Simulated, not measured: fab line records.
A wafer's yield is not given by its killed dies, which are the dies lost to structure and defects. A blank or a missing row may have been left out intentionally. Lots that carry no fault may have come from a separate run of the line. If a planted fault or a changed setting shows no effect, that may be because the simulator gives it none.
Chamber matching | flow n5_finfet | 3 sister chambers for N5_BEOL_M4_PECVD_72 on pecvd-02
The step deposits SiO2 from TEOS/O2, target thk 16 nm, time 18 s. 3 wafers are shown with their chamber, then 7 later ones without.

== WAFERS PAIRED WITH THEIR CHAMBERS ==
wafer  | chamber | throttle_valve_pct (%)
L355.6 | 1       | 21.8
L362.6 | 2       | 21.5
L366.2 | 0       | 22.0

== WAFERS WITHOUT THEIR CHAMBER ==
wafer  | throttle_valve_pct (%)
L366.4 | 21.8
L371.1 | 22.4
L371.5 | 22.3
L371.6 | 21.8
L372.1 | 22.1
L372.3 | 21.9
L372.5 | 22.2

== CHAMBER TAKEN BY EACH ==
wafer  | from the rows above          | in truth
L366.4 | can't be placed: 1 or 0 or 2 | 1
L371.1 | can't be placed: 0 or 1      | 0
L371.5 | can't be placed: 0 or 1      | 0
L371.6 | can't be placed: 1 or 0 or 2 | 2
L372.1 | can't be placed: 0 or 1      | 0
L372.3 | can't be placed: 1 or 0 or 2 | 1
L372.5 | can't be placed: 0 or 1      | 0
0 of 7 placed correctly. From these rows, 7 cannot be placed; in 7 the true chamber is one of the candidates. Placed wrongly: 0.
How it was worked out, from the rows above alone: a wafer's distance from a chamber is the root of the sum, over the readings, of the square of ((its reading less the chamber's mean) divided by the reading's scatter). The wafer belongs to the nearest chamber; if the next one is less than 2 further off, it can't be placed. For every chamber, the mean is computed from those of its wafers that are shown. The scatter: root of mean squared gap, hidden wafer to nearest shown wafer, with one shown wafer a chamber.
